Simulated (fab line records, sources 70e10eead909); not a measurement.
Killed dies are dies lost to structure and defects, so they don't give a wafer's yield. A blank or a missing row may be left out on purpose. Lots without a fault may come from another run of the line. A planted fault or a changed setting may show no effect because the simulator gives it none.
Problem report in the 8D (eight disciplines) form, filled by code | flow nand_harc | the parts of the form that need people (team, actions taken, sign-off) are left out

1. THE PROBLEM
cd_nm at NHARC_P_M0_CD_MEAS_09 reads a mean of 84.2 nm on 1 wafer of 1 lot; wafers without a fault read 90.1 nm with a standard deviation of 0.77. That is -7.7 standard deviations from the usual mean.
The step: target cd 90 nm.
First seen on wafer L810.2, day 7 19:38, on cd_sem-01. The record holds 33 wafers of 11 lots with a number at this step. Rule for "out", or "out of limits": more than 4 standard deviations from the usual mean. The other wafers with a number count as sound.

2. WHAT IT IS AND WHAT IT IS NOT
question                    | is               | is not
which readings at this step | cd_nm            | -
which lots                  | L810             | L806, L807, L818, L819, L822, L823, L824, L825, L827, L829
which wafers of those lots  | L810.2           | L810.3, L810.6
read on which gauges        | cd_sem-01        | cd_sem-02, cd_sem-03
when                        | from day 7 19:38 | up to then (8 sound wafers); but 24 sound wafers of L818, L819, L822, L823, L824, L825, L827, L829 came after

3. SUSPECTS, AND WHAT RULES EACH OUT
Counting: a tool at a process step up to the reading stays a suspect if it ran every lot that is out. Sound lots after the first of them don't rule it out here, since some wafers of a struck lot are sound.
- the gauge at NHARC_P_M0_CD_MEAS_09: ruled out. All the wafers that are out were read on cd_sem-01, but those of them that NHARC_P_M0_PEB_07 has rows for are out there too, on other tools.
- rie_diel-08 at NHARC_P_CONTACT_ETCH_31 (etches the open film in CH3F/O2, target depth 30 nm, time 85.7 s): kept. It ran the lot that is out, L810 (day 7 19:34); its last sound lot up to then is L807 (day 6 12:42). NHARC_P_CONTACT_ETCH_31 gives no start for some lots, so the hours and the order of its lots are those of NHARC_P_M0_PEB_07.
- litho_track-04 at NHARC_P_M0_PEB_07 (peb time 65 s): kept. It ran the lot that is out, L810 (day 7 19:34); its last sound lot up to then is L807 (day 6 12:42). Its own readings are out on those wafers: heater_power_total_W.
- Within rie_diel-08 at NHARC_P_CONTACT_ETCH_31: the wafers that are out ran in chamber 0; their sound lot-mates ran in chambers 1, 2.
Left after counting: rie_diel-08 at NHARC_P_CONTACT_ETCH_31, litho_track-04 at NHARC_P_M0_PEB_07.

4. THE CAUSE (what the simulator had put in)
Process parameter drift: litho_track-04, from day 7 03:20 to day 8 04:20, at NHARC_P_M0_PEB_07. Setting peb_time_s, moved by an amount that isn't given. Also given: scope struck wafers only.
Counting left 2 suspects, and this tool is among them.

5. THE CHAIN OF EFFECTS, in route order
Each row: a reading whose mean over the struck wafers that have a number lies more than 3 standard deviations from the usual. Only readings for which the record gives a usual standard deviation are gone through. hours: the time from each lot's start at the first step in this table that gives one to its start at this step, as a median over the lots. sigmas: the change in usual standard deviations.
hours | step                  | reading              | usual   | on struck wafers | change | sigmas
0     | NHARC_P_M0_PEB_07     | heater_power_total_W | 156.6 W | 172.7            | +16.1  | +37
0     | NHARC_P_M0_CD_MEAS_09 | cd_nm                | 90.1 nm | 84.2             | -5.9   | -7.7
The process steps in it:
- NHARC_P_M0_PEB_07: peb time 65 s.

6. WHAT WOULD HAVE CAUGHT IT SOONER
In this record the first reading out of limits at a measuring or inspecting step was taken at day 7 19:38, 16 hours after the fault began at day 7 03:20.
The tool's own readings at NHARC_P_M0_PEB_07 were out on every struck wafer that the step has a row for (heater_power_total_W): an alarm limit on them would have fired on the first of those.
All the lots that are out (1) had begun NHARC_P_M0_PEB_07 on litho_track-04 by day 7 19:38. A hold on the tool at that time would have spared none of them.
